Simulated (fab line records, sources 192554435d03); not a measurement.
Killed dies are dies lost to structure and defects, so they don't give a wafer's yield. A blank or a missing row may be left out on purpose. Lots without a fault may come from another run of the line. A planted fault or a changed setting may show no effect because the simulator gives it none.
A struck lot beside a sound one | flow n5_finfet | 37 steps out of a route of 1938
Sound: wafers L241.2, L241.3, L241.6. Struck: wafers L254.1, L254.3, L254.5. The cause comes at the end.
At each step with rows: each side's tool, then ch and its chambers, then its first start. Under that, the readings that differ: sound wafers | struck wafers | difference of the means | sigmas: that difference in standard deviations of wafers without a fault.
alike: readings whose means differ by less than 2 such deviations, and words and numbers that are the same on both sides. not compared: withheld readings, readings that some wafer has no value for, bounds like >300 that may hide the same value, and numbers for which the record gives no deviation and whose values overlap.
The two part at a step that has a row with sigmas, a row that says differs or no value, or rows on one side only. Numbers that don't overlap but have no deviation are shown without sigmas and don't part them. A reading that every wafer of one side lacks parts them only if that side has two wafers or more.

first, 9 steps without rows for these wafers: N5_BEOL_M4_ANNEAL_95 (time 240 s); N5_BEOL_M4_SPUTTER_96 (material Cu, target thk 4.5 nm, time 8.29 s); N5_BEOL_M4_ECD_50 (material Cu, target thk 300 nm); N5_BEOL_M4_ANNEAL_51 (time 90 s); N5_BEOL_M4_CMP_52 (polishes, stops on SiOC, t overpolish 6.8 s, target thk 40 nm); N5_BEOL_M4_PRE_CLEAN_60 (time 15 s); N5_BEOL_M4_CO_CAP_55 (material Co, precursor CCTBA/H2, target thk 2 nm, time 102.1 s); N5_BEOL_M4_PRE_CLEAN_56 (time 15 s); N5_BEOL_M4_DEP_57 (deposits SiCN from 3MS/NH3, target thk 8 nm, time 14 s).
N5_BEOL_M4_RC_MEAS_101:
  sound on prober-01 ch 0, day 10 00:03; struck on prober-01 ch 0, day 14 10:40
  alike: DIBL_N, DIBL_P, IOFF_N, IOFF_P, ION_N, ION_P, SS_N, SS_P, VT_N, VT_P
then, 24 steps without rows for these wafers: N5_BEOL_M5_ILD_DEP_00 (deposits SiCOH lowk from DEMS/porogen, target thk 140.64 nm, time 25.9 s); N5_BEOL_M5_CURE_79 (cures SiCOH lowk, time 240 s); N5_BEOL_M5_PECVD_70 (deposits SiO2 from TEOS/O2, target thk 16 nm, time 18 s); N5_BEOL_M5_HM_DEP_02 (deposits TiN, target thk 20 nm); N5_BEOL_M5_COAT_59 (time 60 s, resist thk 60 nm); N5_BEOL_M5_COAT_60 (time 60 s, resist thk 12 nm); N5_BEOL_M5_COAT_71 (time 60 s, resist thk 5 nm); N5_BEOL_M5_COAT_05 (resist thk 30 nm); N5_BEOL_M5_EBR_07; N5_BEOL_M5_SOFTBAKE_06 (time 60 s); N5_BEOL_M5_EXPOSE_08 (exposes mask M5, target cd 28 nm); N5_BEOL_M5_PEB_09 (peb time 60 s); N5_BEOL_M5_DEVELOP_10 (develop time 30 s); N5_BEOL_M5_DESCUM_16 (chemistry O2, time 7 s); N5_BEOL_M5_ETCH_72 (etches underlayer in N2/H2, target depth 6.5 nm, time 5.2 s); N5_BEOL_M5_ETCH_61 (etches SiARC in CF4, target depth 15.6 nm, time 26 s); N5_BEOL_M5_ETCH_62 (etches SOC in N2/H2, target depth 75 nm, overetch 15 nm, time 112.5 s); N5_BEOL_M5_STRIP_63 (strips in N2/H2); N5_BEOL_M5_STRIP_73 (strips in N2/H2); N5_BEOL_M5_STRIP_64 (strips in CF4); N5_BEOL_M5_HM_OPEN_17 (chemistry Cl2/BCl3, target TiN, target depth 20 nm, overetch 6 nm); N5_BEOL_M5_STRIP_19 (strips in O2); N5_BEOL_M5_COAT_65 (time 60 s, resist thk 60 nm); N5_BEOL_M5_COAT_66 (time 60 s, resist thk 12 nm).
N5_BEOL_M5_STRIP_36: strips in N2/H2.
  sound on rie_diel-05 ch 0,3, day 10 07:10; struck on rie_diel-03 ch 0,1,2, day 14 17:47
  no value came back on the struck wafers for any of 8 readings (bias_power_w (W), chamber_pressure_mTorr (mTorr) and others); on the sound wafers bias_power_w (W) reads 7.038 7.004 6.997
  reading                                  | sound | struck         | difference | sigmas
  model.SOC_of_BEOL_M5_COAT_65.thk_nm (nm) | 0 0 0 | 55.8 55.6 55.8 | +55.7      |
  not compared: rf_hours_counter_h
N5_BEOL_M5_ETCH_41: etches SiCN in CH3F/O2, target depth 31.5 nm, time 56.7 s.
  sound on rie_diel-05 ch 0,3; struck on rie_diel-03 ch 0,1,2, day 14 17:51
  reading                                  | sound | struck       | difference | sigmas
  model.SOC_of_BEOL_M5_COAT_65.thk_nm (nm) | 0 0 0 | 38 37.6 37.8 | +38        |
  alike: drypump_motor_current_A, oes_product_au, rf_vpp_V, showerhead_plenum_p_Torr, throttle_valve_pct
  not compared: rf_hours_counter_h
-- the record jumps here: 4 days lie between the struck wafers' starts before and after (it left off in module BEOL_M5 and takes up again in module PASSIVATION, whose first step shown is number 1936 of the route) --
N5_PASSIVATION_PROBE_49:
  sound on prober-01, day 14 03:43; struck on prober-02, day 19 02:40
  reading                  | sound          | struck         | difference | sigmas
  defect_limited_yield (%) | 90.0 89.8 92.0 | 0 0 0          | -91        | -65
  killed_at_M4_up          | 9 28 14        | 1100 1115 1110 | +1091      | +99 or more
  killed_dies              | 118 120 94     | 1180 1180 1180 | +1069      | +63
  killed_on_rim            | 26 13 6        | 152 152 152    | +137       | +32
  sort_bin_5_function (%)  | 5.7 6.0 5.2    | 97.0 97.6 96.9 | +91.5      | +94
  sort_n_pass              | 1062 1060 1086 | 0 0 0          | -1069      | -63
  sort_yield_pct (%)       | 90.0 89.8 92.0 | 0 0 0          | -91        | -65
  alike: killed_at_M0_to_M3, killed_at_contacts, killed_at_front_end, killed_at_other, killed_open, killed_short, sort_bin_6_memory, sort_bin_8_speed

WHERE THEY PART
First at N5_BEOL_M5_STRIP_36; last, within this record, at N5_PASSIVATION_PROBE_49.

WHY: what the simulator had put in
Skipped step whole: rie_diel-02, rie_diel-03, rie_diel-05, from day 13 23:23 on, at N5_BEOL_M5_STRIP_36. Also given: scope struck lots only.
